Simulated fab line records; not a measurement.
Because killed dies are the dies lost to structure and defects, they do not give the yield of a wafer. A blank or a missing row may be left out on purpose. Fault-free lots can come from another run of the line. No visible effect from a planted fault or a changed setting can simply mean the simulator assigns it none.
Split-lot study | flow n5-finfet | route with 1938 steps; 7 lots, 21 wafers read

ABOUT THE SPLIT
At N5_BEOL_M0_SAQP_SPACER1_ALD_98 (deposits SiO2, target thk 12.8 nm, pulse time 1 s, purge time 2 s), the setting ald-cycles was moved away from the recipe's 138 on 9 of the 21 wafers read, by -15.2% to +11.6%. The other wafers ran this setting at the recipe's value.

FROM THE SPLIT TO THE READING: what the file shows between them, 2 steps
- N5_BEOL_M0_SAQP_SPACER1_ETCHBACK_99: etches SiO2 in CHF3/O2, target depth 15.4 nm, time 7.7 s
- N5_BEOL_M0_SAQP_MANDREL1_REMOVE_100: chemistry HBr/Cl2/O2, target a-Si, stops on SiNx, bt time 10 s

THE READING
cd-nm at N5_BEOL_M0_SAQP_CD_MEAS_25, given in nm (cd target 13.1 nm). A value of 12.76 nm with a standard deviation of 0.22 nm is what fault-free wafers of this fab line usually give.

wafer  | tool, chamber at the split | ald-cycles as run | against the recipe | cd-nm, nm | against lot-mates on the recipe
L075.1 | ald-sin-01, 2,0,2          | 138               | recipe             | 12.48     | -
L075.3 | ald-sin-01, 2,0,2          | 138               | recipe             | 12.21     | -
L075.4 | ald-sin-01, 2,0,2          | 138               | recipe             | 12.73     | -
L081.1 | ald-sin-02, 3              | 138               | recipe             | 12.77     | -
L081.2 | ald-sin-02, 2              | 119               | -13.8%             | 10.97     | -1.80
L081.6 | ald-sin-02, 0              | 119               | -13.8%             | 11.05     | -1.72
L086.3 | ald-sin-03, 0              | 138               | recipe             | 12.72     | -
L086.5 | ald-sin-03, 3,2            | 154               | +11.6%             | 14.12     | +1.40
L086.6 | ald-sin-03, 3,2            | 154               | +11.6%             | 14.34     | +1.62
L090.1 | ald-sin-03, 3,0,0          | 138               | recipe             | 12.80     | -
L090.3 | ald-sin-03, 3,0,0          | 138               | recipe             | 12.97     | -
L090.6 | ald-sin-03, 3,0,0          | 138               | recipe             | 12.57     | -
L094.1 | ald-sin-01, 2,3            | 117               | -15.2%             | 10.69     | no lot-mate on the recipe
L094.3 | ald-sin-01, 2,3            | 117               | -15.2%             | 11.22     | no lot-mate on the recipe
L094.5 | ald-sin-01, 1              | 117               | -15.2%             | 10.70     | no lot-mate on the recipe
L095.1 | ald-sin-03, 2,1,3          | 138               | recipe             | 12.83     | -
L095.2 | ald-sin-03, 2,1,3          | 138               | recipe             | 12.76     | -
L095.4 | ald-sin-03, 2,1,3          | 138               | recipe             | 12.79     | -
L097.3 | ald-sin-01, 0,2            | 122               | -11.6%             | 10.87     | -1.77
L097.4 | ald-sin-01, 3              | 138               | recipe             | 12.64     | -
L097.6 | ald-sin-01, 0,2            | 122               | -11.6%             | 11.16     | -1.48
When a row names more than one chamber, that row covers several wafers, and the file does not tell which wafer ran in which chamber.

FIT RESULTS
A straight line over all 21 wafers: cd-nm changes by +0.127 nm for each +1% of ald-cycles; r = +0.98; the points scatter about the line by 0.21 nm.
The same after taking each lot's own level away (the mean of its wafers on the recipe; 18 wafers): +0.132 nm for each +1%; r = +0.99; scatter 0.14 nm.
On that fit, the largest move of ald-cycles shifts the reading by 2 nm.
The lots' own levels span 12.473 to 12.793 nm, that is 1.5 times the standard deviation above.
The two slopes are in agreement: the lot-to-lot level therefore moves the slope only a little.
Check: with one of the wafers moved furthest among these (-13.8%) left out of the fit, the line predicts -1.83 nm for it against its lot-mates. It came out at -1.8 nm against them.

ADDITIONAL SPLITS CARRIED BY THESE WAFERS
Other splits were also applied to these wafers ahead of the reading. Each is held against what the fit with the lots' levels taken away leaves over:
other split on the same wafers        | wafers away from the commonest value | r with cd-nm (lot level and that fit taken away)
N5_HKMG_FIN_ETCH_35 time-s            | 5                                    | +0.01
N5_HKMG_FIN_COAT_66 spin-rpm          | 6                                    | +0.38
N5_GATE_CUT_ETCH_56 icp-w             | 7                                    | +0.06
N5_MOL_CONTACT_COAG_ETCH_15 source-w  | 4                                    | -0.21
N5_MOL_CONTACT_COAG_COAT_63 spin-rpm  | 5                                    | -0.31
N5_MOL_CONTACT_COAG_EXPOSE_37 dose-mj | 6                                    | +0.23

THE WHOLE CHAIN: every reading that the file lists as answering this split, in the file's order
step                                | what it does                                                      | reading                                                                                     | change (the file's fit)               | r (the file's)
N5_BEOL_M0_SAQP_SPACER1_ALD_98      | deposits SiO2, target thk 12.8 nm, pulse time 1 s, purge time 2 s | SiO2_of_BEOL_M0_SAQP_SPACER1_ALD_98.thk-nm (the simulator's own value, which no gauge read) | +0.132 nm for each +1% of the setting | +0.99
N5_BEOL_M0_SAQP_MANDREL1_REMOVE_100 | chemistry HBr/Cl2/O2, target a-Si, stops on SiNx, bt time 10 s    | BEOL_M0_SAQP.cd-nm (the simulator's own value, which no gauge read)                         | +0.127 nm for each +1% of the setting | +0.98
N5_BEOL_M0_SAQP_MANDREL1_REMOVE_100 | chemistry HBr/Cl2/O2, target a-Si, stops on SiNx, bt time 10 s    | SiO2_of_BEOL_M0_SAQP_SPACER1_ALD_98.thk-nm (the simulator's own value, which no gauge read) | +0.135 nm for each +1% of the setting | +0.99
N5_BEOL_M0_SAQP_CD_MEAS_25          | target cd 13.1 nm                                                 | cd-nm                                                                                       | +0.132 nm for each +1% of the setting | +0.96

THE FILE'S OWN FIT
cd-nm changes by +0.132 nm for each +1% of ald-cycles, r = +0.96.
